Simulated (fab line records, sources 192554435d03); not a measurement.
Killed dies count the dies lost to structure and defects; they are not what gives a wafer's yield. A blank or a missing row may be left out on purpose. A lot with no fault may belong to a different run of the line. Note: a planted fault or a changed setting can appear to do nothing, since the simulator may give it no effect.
The tool behind it: which one? | flow n5Finfet | 72 wafers from 24 lots sampled at 5 of the route's 1938 steps

WHAT THE GAUGES READ, wafer by wafer
N5_BEOL_M1_CD_MEAS_28: target cd y 23.3 nm. Usual: 23.97 nm for cdNm, sd 0.22.
lot  | measured     | on       | cdNm (nm)         | flag
L074 | day 6 02:11  | cdSem-03 | 23.79 24.40 23.97 | 
L076 | day 6 10:40  | cdSem-03 | 24.12 24.15 23.78 | 
L075 | day 6 10:59  | cdSem-01 | 23.96 23.84 23.64 | 
L077 | day 6 20:38  | cdSem-03 | 23.87 23.86 23.79 | 
L078 | day 7 01:53  | cdSem-02 | 24.15 23.79 23.83 | 
L079 | day 7 09:07  | cdSem-02 | 24.11 24.02 24.53 | 
L080 | day 7 14:46  | cdSem-02 | 24.09 24.32 23.86 | 
L081 | day 7 23:11  | cdSem-02 | 24.05 23.87 23.96 | 
L082 | day 8 00:22  | cdSem-03 | 24.03 24.49 23.84 | 
L083 | day 8 10:02  | cdSem-03 | 23.76 24.10 24.18 | 
L084 | day 8 17:29  | cdSem-03 | 24.08 24.43 24.32 | 
L085 | day 8 22:34  | cdSem-03 | 23.95 23.81 23.79 | 
L087 | day 10 05:26 | cdSem-03 | 23.97 23.91 24.45 | 
L086 | day 10 13:29 | cdSem-03 | 23.87 23.62 23.71 | 
L089 | day 10 15:11 | cdSem-02 | 23.97 23.79 24.04 | 
L088 | day 10 18:17 | cdSem-01 | 23.62 24.14 23.96 | 
L090 | day 10 18:41 | cdSem-03 | 24.09 24.21 24.07 | 
L093 | day 11 14:46 | cdSem-02 | 24.19 23.98 24.08 | 
L091 | day 11 19:32 | cdSem-01 | 23.93 23.96 24.05 | 
L094 | day 11 20:29 | cdSem-01 | 23.74 24.50 24.04 | 
L095 | day 11 20:53 | cdSem-03 | 23.97 24.18 23.92 | 
L092 | day 11 21:19 | cdSem-03 | 24.05 24.02 24.12 | 
L096 | day 11 21:23 | cdSem-01 | 23.92 23.74 24.10 | 
L097 | day 12 09:49 | cdSem-02 | 23.92 24.04 23.91 | 

N5_BEOL_M1_INSPECT_30: inspects for defects (brightfield). Usual: 407 for rawDefectCount, sd 88.
lot  | measured     | on               | rawDefectCount | flag
L074 | day 6 02:17  | defectInspect-01 | 226 267 213    | 
L076 | day 6 10:44  | defectInspect-01 | 285 313 306    | 
L075 | day 6 11:05  | defectInspect-01 | 405 458 341    | 
L077 | day 6 20:43  | defectInspect-02 | 524 633 478    | 
L078 | day 7 01:59  | defectInspect-02 | 470 457 433    | 
L079 | day 7 09:13  | defectInspect-01 | 298 307 361    | 
L080 | day 7 14:52  | defectInspect-01 | 366 358 428    | 
L081 | day 7 23:16  | defectInspect-01 | 420 457 309    | 
L082 | day 8 00:27  | defectInspect-01 | 364 421 409    | 
L083 | day 8 10:07  | defectInspect-02 | 464 451 514    | 
L084 | day 8 17:35  | defectInspect-01 | 360 258 289    | 
L085 | day 8 22:38  | defectInspect-02 | 440 614 507    | 
L087 | day 10 05:32 | defectInspect-02 | 512 548 500    | 
L086 | day 10 13:35 | defectInspect-02 | 419 345 373    | 
L089 | day 10 15:16 | defectInspect-02 | 254 356 352    | 
L088 | day 10 18:22 | defectInspect-02 | 503 468 448    | 
L090 | day 10 18:46 | defectInspect-02 | 341 396 523    | 
L093 | day 11 14:51 | defectInspect-01 | 390 288 431    | 
L091 | day 11 19:38 | defectInspect-01 | 444 456 429    | 
L094 | day 11 20:35 | defectInspect-02 | 389 509 483    | 
L095 | day 11 20:58 | defectInspect-02 | 358 398 467    | 
L092 | day 11 21:25 | defectInspect-02 | 361 396 466    | 
L096 | day 11 21:28 | defectInspect-01 | 339 566 448    | 
L097 | day 12 09:55 | defectInspect-01 | 483 475 450    | 

N5_BEOL_M1_CD_MEAS_35: target cd 18 nm, target cd y 21 nm. Usual: 17.9 nm for cdNm, sd 0.37.
lot  | measured     | on       | cdNm (nm)      | flag
L074 | day 6 08:59  | cdSem-01 | 17.6 17.8 17.8 | 
L076 | day 6 12:17  | cdSem-01 | 18.0 18.4 18.4 | 
L075 | day 6 17:04  | cdSem-01 | 18.1 18.2 17.9 | 
L077 | day 7 00:18  | cdSem-01 | 17.8 18.1 18.0 | 
L078 | day 7 03:27  | cdSem-01 | 17.5 17.8 18.0 | 
L079 | day 7 17:28  | cdSem-03 | 17.8 17.4 17.3 | 
L080 | day 8 03:42  | cdSem-02 | 17.9 17.9 17.4 | 
L081 | day 8 04:07  | cdSem-01 | 17.5 18.4 17.8 | 
L082 | day 8 06:50  | cdSem-03 | 17.7 16.9 17.4 | 
L083 | day 8 11:18  | cdSem-01 | 17.6 17.8 17.2 | 
L084 | day 9 01:02  | cdSem-03 | 17.7 18.8 17.9 | 
L085 | day 9 01:00  | cdSem-02 | 17.4 18.1 17.6 | 
L087 | day 10 08:44 | cdSem-03 | 17.9 17.7 18.3 | 
L086 | day 10 14:26 | cdSem-03 | 17.9 18.2 18.1 | 
L089 | day 10 16:32 | cdSem-03 | 17.7 18.2 18.1 | 
L088 | day 10 19:15 | cdSem-03 | 17.4 18.1 17.9 | 
L090 | day 10 20:17 | cdSem-02 | 17.8 18.9 18.1 | 
L093 | day 11 16:02 | cdSem-02 | 17.5 18.2 18.2 | 
L091 | day 11 21:01 | cdSem-01 | 18.5 18.3 18.0 | 
L094 | day 11 21:46 | cdSem-02 | 17.6 17.9 18.3 | 
L095 | day 11 22:14 | cdSem-01 | 18.5 17.9 18.5 | 
L092 | day 12 00:46 | cdSem-01 | 17.9 18.3 18.4 | 
L096 | day 12 00:47 | cdSem-02 | 17.5 18.0 17.9 | 
L097 | day 12 21:08 | cdSem-01 | 18.3 18.3 18.0 | 

N5_BEOL_M1_THK_MEAS_53: measures by xrf. Usual: M1_THK 39.5 nm, standard deviation 1.6.
lot  | measured     | on           | M1_THK (nm)    | flag
L074 | day 6 12:43  | filmMetro-01 | 36.4 39.1 41.0 | 
L076 | day 6 15:43  | filmMetro-02 | 39.4 42.1 39.8 | 
L075 | day 6 22:45  | filmMetro-01 | 39.8 37.3 38.8 | 
L077 | day 7 03:58  | filmMetro-01 | 37.9 41.9 39.0 | 
L078 | day 7 07:00  | filmMetro-01 | 37.5 36.5 39.8 | 
L079 | day 7 21:34  | filmMetro-02 | 37.4 39.2 36.6 | 
L080 | day 8 07:13  | filmMetro-02 | 39.5 39.2 37.9 | 
L081 | day 8 09:08  | filmMetro-02 | 42.7 44.0 42.0 | 
L082 | day 8 10:40  | filmMetro-02 | 39.0 39.2 39.0 | 
L083 | day 8 15:29  | filmMetro-02 | 39.1 41.1 39.7 | 
L084 | day 9 06:58  | filmMetro-01 | 38.3 39.7 40.6 | 
L085 | day 9 04:41  | filmMetro-01 | 39.6 39.7 39.4 | 
L087 | day 10 12:20 | filmMetro-02 | 40.7 39.1 37.8 | 
L086 | day 10 17:35 | filmMetro-02 | 38.4 40.1 38.3 | 
L089 | day 10 20:16 | filmMetro-02 | 40.1 42.0 40.2 | 
L088 | day 10 22:28 | filmMetro-01 | 36.8 39.9 40.6 | 
L090 | day 10 23:25 | filmMetro-01 | 38.8 38.8 37.8 | 
L093 | day 11 19:22 | filmMetro-02 | 40.4 40.2 41.7 | 
L091 | day 12 00:09 | filmMetro-01 | 35.4 39.1 38.6 | 
L094 | day 12 01:00 | filmMetro-02 | 37.2 40.3 39.5 | 
L095 | day 12 02:57 | filmMetro-01 | 39.4 41.4 39.5 | 
L092 | day 12 04:25 | filmMetro-01 | 42.5 41.6 40.0 | 
L096 | day 12 04:58 | filmMetro-01 | 40.7 39.2 40.6 | 
L097 | day 13 01:05 | filmMetro-01 | 40.3 39.0 38.8 | 

TOOL THAT RAN EACH LOT (tool first, then ch and the chambers of the sampled wafers, then the start)
lot  | N5_BEOL_M1_ETCHBACK_99
L074 | rieDiel-02 ch 1,2, day 6 08:26
L076 | rieDiel-01 ch 1,2,3, day 6 11:44
L075 | rieDiel-01 ch 0,3, day 6 16:31
L077 | rieDiel-03 ch 0,2,3, day 6 23:46
L078 | rieDiel-02 ch 0,2,3, day 7 02:55
L079 | rieDiel-01 ch 1,2,3, day 7 16:55
L080 | rieDiel-01 ch 0,1,2, day 8 03:09
L081 | rieDiel-01 ch 0,1,2, day 8 03:34
L082 | rieDiel-03 ch 0,1,3, day 8 06:17
L083 | rieDiel-02 ch 0,1,3, day 8 10:44
L084 | rieDiel-03 ch 1,2, day 9 00:29
L085 | rieDiel-02 ch 0,2, day 9 00:27
L087 | rieDiel-02 ch 0,1,2, day 10 08:12
L086 | rieDiel-03 ch 2,3, day 10 13:53
L089 | rieDiel-01 ch 0,2,3, day 10 15:59
L088 | rieDiel-03 ch 0,1, day 10 18:43
L090 | rieDiel-01 ch 0,2,3, day 10 19:44
L093 | rieDiel-02 ch 0,1, day 11 15:29
L091 | rieDiel-01 ch 0,3, day 11 20:28
L094 | rieDiel-01 ch 0,1,2, day 11 21:13
L095 | rieDiel-02 ch 2,3, day 11 21:41
L092 | rieDiel-01 ch 1,2, day 12 00:12
L096 | rieDiel-03 ch 0,2,3, day 12 00:14
L097 | rieDiel-03 ch 0,1,3, day 12 20:35
- N5_BEOL_M1_ETCHBACK_99: etches SiO2 in CHF3, target depth 5 nm, time 10.4 s.

WHAT THE TOOLS THEMSELVES READ (means of the sampled wafers that have a number; where no wafer has one, the mark that the record gives instead)
N5_BEOL_M1_ETCHBACK_99. Usual: drypumpMotorCurrentA 5.8 A, standard deviation 0.5; oesProductAu 0.81 a.u., standard deviation 0.095; rfFwdPowerW 212.8 W, standard deviation 0.87; rfVppV 238 V, standard deviation 3.8; showerheadPlenumPTorr 2.16 Torr, standard deviation 0.061; throttleValvePct 17.0 %, standard deviation 0.31.
lot  | tool       | drypumpMotorCurrentA (A) | oesProductAu (a.u.) | rfFwdPowerW (W) | rfVppV (V) | showerheadPlenumPTorr (Torr) | throttleValvePct (%) | flag
L074 | rieDiel-02 | 5.6                      | 0.70                | 212.1           | 236        | 2.08                         | 17.5                 | 
L076 | rieDiel-01 | 5.6                      | 0.85                | 212.6           | 242        | 2.20                         | 16.8                 | 
L075 | rieDiel-01 | 5.7                      | 0.74                | 213.3           | 243        | 2.14                         | 17.0                 | 
L077 | rieDiel-03 | 5.8                      | 0.83                | 213.4           | 238        | 2.18                         | 16.8                 | 
L078 | rieDiel-02 | 6.1                      | 0.77                | 212.5           | 240        | 2.10                         | 17.2                 | 
L079 | rieDiel-01 | 5.6                      | 0.83                | 213.3           | 241        | 2.19                         | 16.8                 | 
L080 | rieDiel-01 | 6.0                      | 0.87                | 212.2           | 238        | 2.21                         | 16.7                 | 
L081 | rieDiel-01 | 6.0                      | 0.87                | 212.2           | 238        | 2.21                         | 16.7                 | 
L082 | rieDiel-03 | 5.9                      | 0.82                | 213.2           | 237        | 2.20                         | 17.0                 | 
L083 | rieDiel-02 | 5.7                      | 0.77                | 212.9           | 238        | 2.08                         | 17.2                 | 
L084 | rieDiel-03 | 6.0                      | 0.73                | 213.2           | 236        | 2.21                         | 17.3                 | 
L085 | rieDiel-02 | 6.1                      | 0.97                | 212.9           | 237        | 2.11                         | 17.0                 | 
L087 | rieDiel-02 | 5.7                      | 0.85                | 212.6           | 237        | 2.09                         | 17.2                 | 
L086 | rieDiel-03 | 6.1                      | 0.78                | 213.5           | 237        | 2.17                         | 16.9                 | 
L089 | rieDiel-01 | 5.9                      | 0.86                | 212.2           | 241        | 2.15                         | 16.8                 | 
L088 | rieDiel-03 | 5.7                      | 0.73                | 212.8           | 237        | 2.20                         | 17.3                 | 
L090 | rieDiel-01 | 5.8                      | 0.85                | 212.6           | 241        | 2.15                         | 16.8                 | 
L093 | rieDiel-02 | 5.5                      | 0.82                | 212.2           | 235        | 2.09                         | 17.1                 | 
L091 | rieDiel-01 | 5.7                      | 0.87                | 213.3           | 243        | 2.13                         | 16.7                 | 
L094 | rieDiel-01 | 6.0                      | 0.83                | 213.2           | 238        | 2.20                         | 16.8                 | 
L095 | rieDiel-02 | 6.3                      | 0.75                | 213.5           | 242        | 2.07                         | 17.2                 | 
L092 | rieDiel-01 | 5.7                      | 0.85                | 212.1           | 237        | 2.23                         | 16.7                 | 
L096 | rieDiel-03 | 5.7                      | 0.78                | 212.9           | 238        | 2.17                         | 16.9                 | 
L097 | rieDiel-03 | 5.8                      | 0.77                | 213.4           | 237        | 2.19                         | 17.1                 | 

THE ANSWER, worked out from the rows above alone
Rule: a lot counts as off when the mean over its wafers that have a number is more than 3 standard deviations away from the usual mean. A lot without any number at a reading at which 4 lots or more have one is off too. Any other lot the step has rows for is counted as sound. First the gauges in route order, then the tools' own readings, where a lot's mean is used as printed above. At the first step where some lot is off, the reading lying furthest off is the one used; lots without a number count as furthest.
No lot is off on any of the readings shown, so nothing can be concluded from this.

WHAT THE SIMULATOR HAD PUT IN
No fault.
